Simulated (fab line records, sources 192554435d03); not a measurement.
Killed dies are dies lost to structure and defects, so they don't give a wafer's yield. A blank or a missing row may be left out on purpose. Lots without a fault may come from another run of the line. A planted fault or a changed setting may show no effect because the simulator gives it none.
Which tool did it? | flow n5_finfet | 11 lots, 33 wafers sampled, at 1 step of a route of 1938

WHAT THE GAUGES READ, wafer by wafer
N5_BEOL_M9_OVL_MEAS_29. Usual: V8_OVL -0.1 nm, standard deviation 0.62.
lot  | measured     | on         | V8_OVL (nm)    | flag
L447 | day 10 13:04 | overlay-02 | -0.1 -0.2 -0.1 |
L450 | day 10 23:36 | overlay-02 | 0.3 -0.4 0.3   |
L452 | day 11 20:01 | overlay-01 | 0.3 -0.3 -0.4  |
L459 | day 13 07:32 | overlay-01 | -0.3 -0.6 -1.6 |
L456 | day 13 07:35 | overlay-02 | 0.5 0.4 0.0    |
L461 | day 14 02:43 | overlay-02 | 0.7 -0.4 0.1   |
L463 | day 14 11:17 | overlay-01 | -0.2 -0.2 -0.2 |
L462 | day 14 11:28 | overlay-01 | 1.4 1.5 0.9    |
L464 | day 14 18:05 | overlay-02 | -0.9 -0.1 0.0  |
L466 | day 15 13:23 | overlay-02 | 0.1 0.3 0.1    |
L468 | day 15 19:38 | overlay-01 | -0.3 1.0 -0.1  |

WHICH TOOL RAN EACH LOT (tool, then ch and the chambers of the sampled wafers, then the start)
The record holds no process step before these readings.

WHAT THE TOOLS THEMSELVES READ (means of the sampled wafers that have a number; where no wafer has one, the mark that the record gives instead)
The record holds no such reading with a usual standard deviation.

THE ANSWER, worked out from the rows above alone
Rule: a lot is off if the mean of its wafers that have a number lies more than 3 standard deviations from the usual mean. A lot without any number at a reading at which 4 lots or more have one is off too. The other lots that the step has rows for count as sound. The gauges are gone through in route order, then the tools' own readings, and for those a lot's mean is taken as printed above. The first step at which some lot is off is used, and at that step the reading that is off furthest; a lot without a number counts as furthest.
No lot is off at any reading shown: from this, nothing can be told.

WHAT THE SIMULATOR HAD PUT IN
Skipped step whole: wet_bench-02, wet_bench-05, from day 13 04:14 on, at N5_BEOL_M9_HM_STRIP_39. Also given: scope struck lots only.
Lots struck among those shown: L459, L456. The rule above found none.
